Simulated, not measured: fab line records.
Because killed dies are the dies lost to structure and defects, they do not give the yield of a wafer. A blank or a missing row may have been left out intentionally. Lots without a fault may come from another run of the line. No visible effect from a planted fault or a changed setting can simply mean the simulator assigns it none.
What tool caused it? || flow n5_finfet || 10 lots with 27 wafers sampled at 5 steps, on a route of 1938 steps

WHAT THE GAUGES SHOWED, per wafer
N5_SDB_THK_MEAS_31. Usual: for SDB_THK the level is 64.0 nm and the standard deviation is 1.2.
{"lot": "L280", "measured": "day 4 11:10", "on": "film_metro-01", "SDB_THK (nm)": "64.8 66.2 65.4", "flag": ""}
{"lot": "L281", "measured": "day 4 15:25", "on": "film_metro-01", "SDB_THK (nm)": "64.5 63.6 66.0", "flag": ""}
{"lot": "L285", "measured": "day 5 15:24", "on": "film_metro-02", "SDB_THK (nm)": "64.3 63.6 64.1", "flag": ""}
{"lot": "L291", "measured": "day 7 04:40", "on": "film_metro-02", "SDB_THK (nm)": "62.7 64.4 63.0", "flag": ""}
{"lot": "L293", "measured": "day 7 18:38", "on": "film_metro-01", "SDB_THK (nm)": "64.1 64.1", "flag": ""}
{"lot": "L295", "measured": "day 8 02:32", "on": "film_metro-02", "SDB_THK (nm)": "63.0 64.6", "flag": ""}
{"lot": "L296", "measured": "day 8 08:18", "on": "film_metro-02", "SDB_THK (nm)": "64.1 63.2", "flag": ""}
{"lot": "L298", "measured": "day 8 22:24", "on": "film_metro-01", "SDB_THK (nm)": "62.6 63.7 62.1", "flag": ""}
{"lot": "L300", "measured": "day 9 10:15", "on": "film_metro-02", "SDB_THK (nm)": "65.4 64.1 64.7", "flag": ""}
{"lot": "L301", "measured": "day 9 18:31", "on": "film_metro-02", "SDB_THK (nm)": "63.2 64.9 65.3", "flag": ""}

N5_BEOL_M4_RC_MEAS_101. Usual: DIBL_N 35.8 mV/V, standard deviation 1.6; DIBL_P 36.0 mV/V, standard deviation 2.1; IOFF_N 0.153 nA/um, standard deviation 0.026; IOFF_P 0.21 nA/um, standard deviation 0.037; ION_N 673 uA/um, standard deviation 11; ION_P 462 uA/um, standard deviation 7.6; SS_N 71.4 mV/dec, standard deviation 0.53; SS_P 73.2 mV/dec, standard deviation 0.67; VT_N 250 mV, standard deviation 3.2; VT_P -250 mV, standard deviation 3.7.
{"lot": "L280", "measured": "day 8 23:57", "on": "prober-01", "DIBL_N (mV/V)": "36.7 37.7 35.7", "DIBL_P (mV/V)": "38.9 40.2 37.7", "IOFF_N (nA/um)": "0.176 0.201 0.146", "IOFF_P (nA/um)": "0.28 0.32 0.26", "ION_N (uA/um)": "693 682 673", "ION_P (uA/um)": "472 477 470", "SS_N (mV/dec)": "71.4 72.1 71.0", "SS_P (mV/dec)": "74.1 74.1 73.2", "VT_N (mV)": "250 246 252", "VT_P (mV)": "-243 -240 -244", "flag": ""}
{"lot": "L281", "measured": "day 9 00:14", "on": "prober-02", "DIBL_N (mV/V)": "38.4 39.5 36.4", "DIBL_P (mV/V)": "37.5 39.5 35.9", "IOFF_N (nA/um)": "0.175 0.193 0.144", "IOFF_P (nA/um)": "0.22 0.27 0.20", "ION_N (uA/um)": "679 685 678", "ION_P (uA/um)": "461 473 464", "SS_N (mV/dec)": "72.8 72.2 70.8", "SS_P (mV/dec)": "73.6 74.4 73.0", "VT_N (mV)": "251 250 251", "VT_P (mV)": "-251 -249 -253", "flag": ""}
{"lot": "L285", "measured": "day 9 15:46", "on": "prober-01", "DIBL_N (mV/V)": "33.7 33.4 31.5", "DIBL_P (mV/V)": "33.4 32.9 30.3", "IOFF_N (nA/um)": "0.121 0.111 0.091", "IOFF_P (nA/um)": "0.17 0.15 0.13", "ION_N (uA/um)": "658 653 647", "ION_P (uA/um)": "458 450 445", "SS_N (mV/dec)": "70.6 70.4 70.2", "SS_P (mV/dec)": "72.8 72.2 72.0", "VT_N (mV)": "253 254 256", "VT_P (mV)": "-255 -253 -257", "flag": ""}
{"lot": "L291", "measured": "day 11 11:49", "on": "prober-01", "DIBL_N (mV/V)": "34.2 34.2 35.0", "DIBL_P (mV/V)": "35.2 34.9 35.9", "IOFF_N (nA/um)": "0.139 0.136 0.168", "IOFF_P (nA/um)": "0.20 0.21 0.23", "ION_N (uA/um)": "672 676 678", "ION_P (uA/um)": "467 472 466", "SS_N (mV/dec)": "71.2 71.8 71.3", "SS_P (mV/dec)": "72.5 72.8 73.4", "VT_N (mV)": "252 253 247", "VT_P (mV)": "-251 -248 -249", "flag": ""}
{"lot": "L293", "measured": "day 12 04:37", "on": "prober-01", "DIBL_N (mV/V)": "35.8 36.9", "DIBL_P (mV/V)": "36.5 37.6", "IOFF_N (nA/um)": "0.149 0.176", "IOFF_P (nA/um)": "0.22 0.23", "ION_N (uA/um)": "669 691", "ION_P (uA/um)": "465 473", "SS_N (mV/dec)": "71.6 72.4", "SS_P (mV/dec)": "73.4 73.8", "VT_N (mV)": "252 251", "VT_P (mV)": "-251 -249", "flag": ""}
{"lot": "L295", "measured": "day 12 12:12", "on": "prober-01", "DIBL_N (mV/V)": "35.1 37.1", "DIBL_P (mV/V)": "35.8 38.2", "IOFF_N (nA/um)": "0.148 0.178", "IOFF_P (nA/um)": "0.19 0.22", "ION_N (uA/um)": "671 678", "ION_P (uA/um)": "458 460", "SS_N (mV/dec)": "71.4 72.4", "SS_P (mV/dec)": "72.8 74.1", "VT_N (mV)": "249 249", "VT_P (mV)": "-250 -252", "flag": ""}
{"lot": "L296", "measured": "day 12 10:37", "on": "prober-02", "DIBL_N (mV/V)": "35.1 36.4", "DIBL_P (mV/V)": "34.1 35.3", "IOFF_N (nA/um)": "0.127 0.141", "IOFF_P (nA/um)": "0.16 0.17", "ION_N (uA/um)": "657 670", "ION_P (uA/um)": "454 455", "SS_N (mV/dec)": "71.6 71.8", "SS_P (mV/dec)": "72.5 73.0", "VT_N (mV)": "253 251", "VT_P (mV)": "-257 -256", "flag": ""}
{"lot": "L298", "measured": "day 12 21:25", "on": "prober-02", "DIBL_N (mV/V)": "33.9 35.2 35.8", "DIBL_P (mV/V)": "35.1 36.3 37.1", "IOFF_N (nA/um)": "0.134 0.168 0.181", "IOFF_P (nA/um)": "0.19 0.23 0.23", "ION_N (uA/um)": "659 673 680", "ION_P (uA/um)": "463 466 460", "SS_N (mV/dec)": "70.9 71.8 72.2", "SS_P (mV/dec)": "73.0 73.2 73.5", "VT_N (mV)": "254 248 249", "VT_P (mV)": "-250 -246 -246", "flag": ""}
{"lot": "L300", "measured": "day 13 14:36", "on": "prober-01", "DIBL_N (mV/V)": "33.2 34.2 37.3", "DIBL_P (mV/V)": "32.0 32.8 37.4", "IOFF_N (nA/um)": "0.110 0.118 0.188", "IOFF_P (nA/um)": "0.15 0.15 0.24", "ION_N (uA/um)": "664 667 685", "ION_P (uA/um)": "457 458 467", "SS_N (mV/dec)": "70.9 71.0 71.0", "SS_P (mV/dec)": "71.6 72.4 73.3", "VT_N (mV)": "256 253 246", "VT_P (mV)": "-254 -256 -250", "flag": ""}
{"lot": "L301", "measured": "day 13 18:08", "on": "prober-01", "DIBL_N (mV/V)": "38.3 34.6 35.0", "DIBL_P (mV/V)": "36.3 32.5 33.8", "IOFF_N (nA/um)": "0.182 0.124 0.136", "IOFF_P (nA/um)": "0.21 0.17 0.18", "ION_N (uA/um)": "675 668 665", "ION_P (uA/um)": "454 456 461", "SS_N (mV/dec)": "71.5 71.3 71.1", "SS_P (mV/dec)": "73.9 72.6 73.1", "VT_N (mV)": "248 254 249", "VT_P (mV)": "-251 -253 -253", "flag": ""}

EACH LOT AND THE TOOL THAT RAN IT (in order: tool; ch and the chambers of the sampled wafers; start)
{"lot": "L280", "N5_SDB_CUT_ETCH_26": "rie_si-05 ch 1,3, day 4 07:55", "N5_HKMG_FIN_HK_ANNEAL_02": "rtp_anneal-02 ch 0, day 4 11:58", "N5_HKMG_FIN_ETCH_54": "rie_diel-01 ch 2,3, day 4 12:44"}
{"lot": "L281", "N5_SDB_CUT_ETCH_26": "rie_si-02 ch 2,3, day 4 12:12", "N5_HKMG_FIN_HK_ANNEAL_02": "rtp_anneal-02 ch 0, day 4 16:15", "N5_HKMG_FIN_ETCH_54": "rie_diel-01 ch 1,3, day 4 17:03"}
{"lot": "L285", "N5_SDB_CUT_ETCH_26": "rie_si-03 ch 0,1,3, day 5 12:09", "N5_HKMG_FIN_HK_ANNEAL_02": "rtp_anneal-02 ch 0, day 5 16:13", "N5_HKMG_FIN_ETCH_54": "rie_diel-01 ch 0,3, day 5 17:05"}
{"lot": "L291", "N5_SDB_CUT_ETCH_26": "rie_si-05 ch 0,2, day 7 01:27", "N5_HKMG_FIN_HK_ANNEAL_02": "rtp_anneal-01 ch 0, day 7 05:33", "N5_HKMG_FIN_ETCH_54": "rie_diel-06 ch 0,2,3, day 7 06:27"}
{"lot": "L293", "N5_SDB_CUT_ETCH_26": "rie_si-02 ch 0,2, day 7 15:26", "N5_HKMG_FIN_HK_ANNEAL_02": "rtp_anneal-01 ch 0, day 7 19:28", "N5_HKMG_FIN_ETCH_54": "rie_diel-01 ch 1,2, day 7 20:21"}
{"lot": "L295", "N5_SDB_CUT_ETCH_26": "rie_si-03 ch 1, day 7 23:19", "N5_HKMG_FIN_HK_ANNEAL_02": "rtp_anneal-01 ch 0, day 8 03:23", "N5_HKMG_FIN_ETCH_54": "rie_diel-01 ch 0,2, day 8 04:13"}
{"lot": "L296", "N5_SDB_CUT_ETCH_26": "rie_si-03 ch 2, day 8 05:05", "N5_HKMG_FIN_HK_ANNEAL_02": "rtp_anneal-01 ch 0, day 8 09:14", "N5_HKMG_FIN_ETCH_54": "rie_diel-01 ch 1,2, day 8 10:22"}
{"lot": "L298", "N5_SDB_CUT_ETCH_26": "rie_si-02 ch 0,3, day 8 19:10", "N5_HKMG_FIN_HK_ANNEAL_02": "rtp_anneal-01 ch 0, day 8 23:20", "N5_HKMG_FIN_ETCH_54": "rie_diel-06 ch 1,2,3, day 9 00:31"}
{"lot": "L300", "N5_SDB_CUT_ETCH_26": "rie_si-02 ch 1,2,3, day 9 07:04", "N5_HKMG_FIN_HK_ANNEAL_02": "rtp_anneal-01 ch 0, day 9 11:20", "N5_HKMG_FIN_ETCH_54": "rie_diel-05 ch 0,3, day 9 12:00"}
{"lot": "L301", "N5_SDB_CUT_ETCH_26": "rie_si-03 ch 0,1, day 9 15:18", "N5_HKMG_FIN_HK_ANNEAL_02": "rtp_anneal-01 ch 0, day 9 19:21", "N5_HKMG_FIN_ETCH_54": "rie_diel-06 ch 2,3, day 9 20:14"}
- N5_SDB_CUT_ETCH_26: etches Si in HBr/Cl2/O2, target depth 129.6 nm, bt time 20 s, time 51.8 s.
- N5_HKMG_FIN_HK_ANNEAL_02: time 30 s.
- N5_HKMG_FIN_ETCH_54: etches SiARC in CF4, target depth 45.5 nm, time 75.8 s.

AS READ BY THE TOOLS THEMSELVES (means over the sampled wafers that have a number; for cases with no such wafer, the mark the record gives instead)
N5_SDB_CUT_ETCH_26. Usual: O2_flow_sccm 12.00 sccm, standard deviation 0.035; drypump_motor_current_A 5.9 A, standard deviation 0.41; oes_product_au 0.999 a.u., standard deviation 0.015; throttle_valve_pct 37.20 %, standard deviation 0.24.
{"lot": "L280", "tool": "rie_si-05", "O2_flow_sccm (sccm)": 11.96, "drypump_motor_current_A (A)": 6.4, "oes_product_au (a.u.)": 0.993, "throttle_valve_pct (%)": 37.26, "flag": ""}
{"lot": "L281", "tool": "rie_si-02", "O2_flow_sccm (sccm)": 12.00, "drypump_motor_current_A (A)": 6.2, "oes_product_au (a.u.)": 1.002, "throttle_valve_pct (%)": 37.17, "flag": ""}
{"lot": "L285", "tool": "rie_si-03", "O2_flow_sccm (sccm)": 11.97, "drypump_motor_current_A (A)": 5.5, "oes_product_au (a.u.)": 0.985, "throttle_valve_pct (%)": 36.95, "flag": ""}
{"lot": "L291", "tool": "rie_si-05", "O2_flow_sccm (sccm)": 11.99, "drypump_motor_current_A (A)": 5.5, "oes_product_au (a.u.)": 1.018, "throttle_valve_pct (%)": 37.44, "flag": ""}
{"lot": "L293", "tool": "rie_si-02", "O2_flow_sccm (sccm)": 11.98, "drypump_motor_current_A (A)": 6.1, "oes_product_au (a.u.)": 1.006, "throttle_valve_pct (%)": 36.98, "flag": ""}
{"lot": "L295", "tool": "rie_si-03", "O2_flow_sccm (sccm)": 11.98, "drypump_motor_current_A (A)": 5.5, "oes_product_au (a.u.)": 0.999, "throttle_valve_pct (%)": 37.02, "flag": ""}
{"lot": "L296", "tool": "rie_si-03", "O2_flow_sccm (sccm)": 12.02, "drypump_motor_current_A (A)": 5.6, "oes_product_au (a.u.)": 0.998, "throttle_valve_pct (%)": 37.41, "flag": ""}
{"lot": "L298", "tool": "rie_si-02", "O2_flow_sccm (sccm)": 12.02, "drypump_motor_current_A (A)": 6.3, "oes_product_au (a.u.)": 1.014, "throttle_valve_pct (%)": 37.16, "flag": ""}
{"lot": "L300", "tool": "rie_si-02", "O2_flow_sccm (sccm)": 12.01, "drypump_motor_current_A (A)": 6.0, "oes_product_au (a.u.)": 0.996, "throttle_valve_pct (%)": 37.23, "flag": ""}
{"lot": "L301", "tool": "rie_si-03", "O2_flow_sccm (sccm)": 12.01, "drypump_motor_current_A (A)": 5.5, "oes_product_au (a.u.)": 0.990, "throttle_valve_pct (%)": 36.82, "flag": ""}

N5_HKMG_FIN_HK_ANNEAL_02. Usual: lamp_power_pct 8.79 %, standard deviation 0.055; wafer_temp_C_max 702.9, standard deviation 0.64.
{"lot": "L280", "tool": "rtp_anneal-02", "lamp_power_pct (%)": 8.86, "wafer_temp_C_max": 703.5, "flag": ""}
{"lot": "L281", "tool": "rtp_anneal-02", "lamp_power_pct (%)": 8.82, "wafer_temp_C_max": 703.4, "flag": ""}
{"lot": "L285", "tool": "rtp_anneal-02", "lamp_power_pct (%)": 8.80, "wafer_temp_C_max": 703.3, "flag": ""}
{"lot": "L291", "tool": "rtp_anneal-01", "lamp_power_pct (%)": 8.84, "wafer_temp_C_max": 702.5, "flag": ""}
{"lot": "L293", "tool": "rtp_anneal-01", "lamp_power_pct (%)": 8.84, "wafer_temp_C_max": 703.3, "flag": ""}
{"lot": "L295", "tool": "rtp_anneal-01", "lamp_power_pct (%)": 8.76, "wafer_temp_C_max": 703.0, "flag": ""}
{"lot": "L296", "tool": "rtp_anneal-01", "lamp_power_pct (%)": 8.79, "wafer_temp_C_max": 703.0, "flag": ""}
{"lot": "L298", "tool": "rtp_anneal-01", "lamp_power_pct (%)": 8.72, "wafer_temp_C_max": 702.4, "flag": ""}
{"lot": "L300", "tool": "rtp_anneal-01", "lamp_power_pct (%)": 8.84, "wafer_temp_C_max": 702.8, "flag": ""}
{"lot": "L301", "tool": "rtp_anneal-01", "lamp_power_pct (%)": 8.79, "wafer_temp_C_max": 702.5, "flag": ""}

N5_HKMG_FIN_ETCH_54. Usual: value, then standard deviation, for each; cf4_flow_sccm 100.00 sccm / 0.3; drypump_motor_current_A 5.7 A / 0.54; etch_rf_on_time_s 76.1 s / 1.3; oes_product_au 0.66 a.u. / 0.066; rf_vpp_V 184.4 V / 1; showerhead_plenum_p_Torr 2.17 Torr / 0.06; throttle_valve_pct 15.69 % / 0.21.
{"lot": "L280", "tool": "rie_diel-01", "cf4_flow_sccm (sccm)": 100.52, "drypump_motor_current_A (A)": 5.8, "etch_rf_on_time_s (s)": 74.5, "oes_product_au (a.u.)": 0.65, "rf_vpp_V (V)": 184.8, "showerhead_plenum_p_Torr (Torr)": 2.23, "throttle_valve_pct (%)": 15.80, "flag": ""}
{"lot": "L281", "tool": "rie_diel-01", "cf4_flow_sccm (sccm)": 100.17, "drypump_motor_current_A (A)": 5.4, "etch_rf_on_time_s (s)": 73.9, "oes_product_au (a.u.)": 0.62, "rf_vpp_V (V)": 184.8, "showerhead_plenum_p_Torr (Torr)": 2.18, "throttle_valve_pct (%)": 15.96, "flag": ""}
{"lot": "L285", "tool": "rie_diel-01", "cf4_flow_sccm (sccm)": 100.10, "drypump_motor_current_A (A)": 5.2, "etch_rf_on_time_s (s)": 76.2, "oes_product_au (a.u.)": 0.67, "rf_vpp_V (V)": 184.4, "showerhead_plenum_p_Torr (Torr)": 2.17, "throttle_valve_pct (%)": 15.87, "flag": ""}
{"lot": "L291", "tool": "rie_diel-06", "cf4_flow_sccm (sccm)": 100.20, "drypump_motor_current_A (A)": 5.8, "etch_rf_on_time_s (s)": 76.5, "oes_product_au (a.u.)": 0.66, "rf_vpp_V (V)": 184.4, "showerhead_plenum_p_Torr (Torr)": 2.15, "throttle_valve_pct (%)": 15.76, "flag": ""}
{"lot": "L293", "tool": "rie_diel-01", "cf4_flow_sccm (sccm)": 100.08, "drypump_motor_current_A (A)": 6.0, "etch_rf_on_time_s (s)": 62.6, "oes_product_au (a.u.)": 0.82, "rf_vpp_V (V)": 184.1, "showerhead_plenum_p_Torr (Torr)": 2.16, "throttle_valve_pct (%)": 15.59, "flag": "OFF"}
{"lot": "L295", "tool": "rie_diel-01", "cf4_flow_sccm (sccm)": 99.94, "drypump_motor_current_A (A)": 5.6, "etch_rf_on_time_s (s)": 51.3, "oes_product_au (a.u.)": 0.85, "rf_vpp_V (V)": 184.7, "showerhead_plenum_p_Torr (Torr)": 2.15, "throttle_valve_pct (%)": 15.66, "flag": "OFF"}
{"lot": "L296", "tool": "rie_diel-01", "cf4_flow_sccm (sccm)": 100.37, "drypump_motor_current_A (A)": 6.0, "etch_rf_on_time_s (s)": 62.9, "oes_product_au (a.u.)": 0.81, "rf_vpp_V (V)": 184.1, "showerhead_plenum_p_Torr (Torr)": 2.16, "throttle_valve_pct (%)": 15.58, "flag": "OFF"}
{"lot": "L298", "tool": "rie_diel-06", "cf4_flow_sccm (sccm)": 99.70, "drypump_motor_current_A (A)": 5.9, "etch_rf_on_time_s (s)": 77.3, "oes_product_au (a.u.)": 0.62, "rf_vpp_V (V)": 183.5, "showerhead_plenum_p_Torr (Torr)": 2.16, "throttle_valve_pct (%)": 15.76, "flag": ""}
{"lot": "L300", "tool": "rie_diel-05", "cf4_flow_sccm (sccm)": 99.87, "drypump_motor_current_A (A)": 6.0, "etch_rf_on_time_s (s)": 75.3, "oes_product_au (a.u.)": 0.67, "rf_vpp_V (V)": 184.3, "showerhead_plenum_p_Torr (Torr)": 2.20, "throttle_valve_pct (%)": 15.40, "flag": ""}
{"lot": "L301", "tool": "rie_diel-06", "cf4_flow_sccm (sccm)": 99.96, "drypump_motor_current_A (A)": 6.3, "etch_rf_on_time_s (s)": 77.5, "oes_product_au (a.u.)": 0.60, "rf_vpp_V (V)": 185.2, "showerhead_plenum_p_Torr (Torr)": 2.18, "throttle_valve_pct (%)": 15.86, "flag": ""}

THE ANSWER, worked out from the rows above alone
Rule: a lot counts as off when the mean over its wafers that have a number is more than 3 standard deviations away from the usual mean. A lot without any number at a reading at which 4 lots or more have one is off too. The other lots that the step has rows for count as sound. Order of review: gauges by route order, followed by the tools' own readings, for which a lot's mean as printed above is used. At the first step where some lot is off, the reading lying furthest off is the one used; lots without a number count as furthest.
Off: L293, L295, L296, at N5_HKMG_FIN_ETCH_54 (etch_rf_on_time_s).
A tool fits if, at that step or a process step before it, it ran every lot that is off, and no sound lot after the first of them. One candidate fits, namely rie_diel-01 at N5_HKMG_FIN_ETCH_54. Its last sound lot is L285 (day 5 17:05), its first lot that is off L293 (day 7 20:21): a fault that began between those two fits.
The tool's own readings at N5_HKMG_FIN_ETCH_54 bear it out: on the lots that are off they differ by more than 5 times the standard deviation of the sound lots' means. etch_rf_on_time_s reads 58.9 s there against 75.9 s on the sound lots; oes_product_au reads 0.83 a.u. there against 0.64 a.u. on the sound lots.

WHAT THE SIMULATOR HAD PUT IN
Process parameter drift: rie_diel-01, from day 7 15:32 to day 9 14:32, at N5_HKMG_FIN_ETCH_54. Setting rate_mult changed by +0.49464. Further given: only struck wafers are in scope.
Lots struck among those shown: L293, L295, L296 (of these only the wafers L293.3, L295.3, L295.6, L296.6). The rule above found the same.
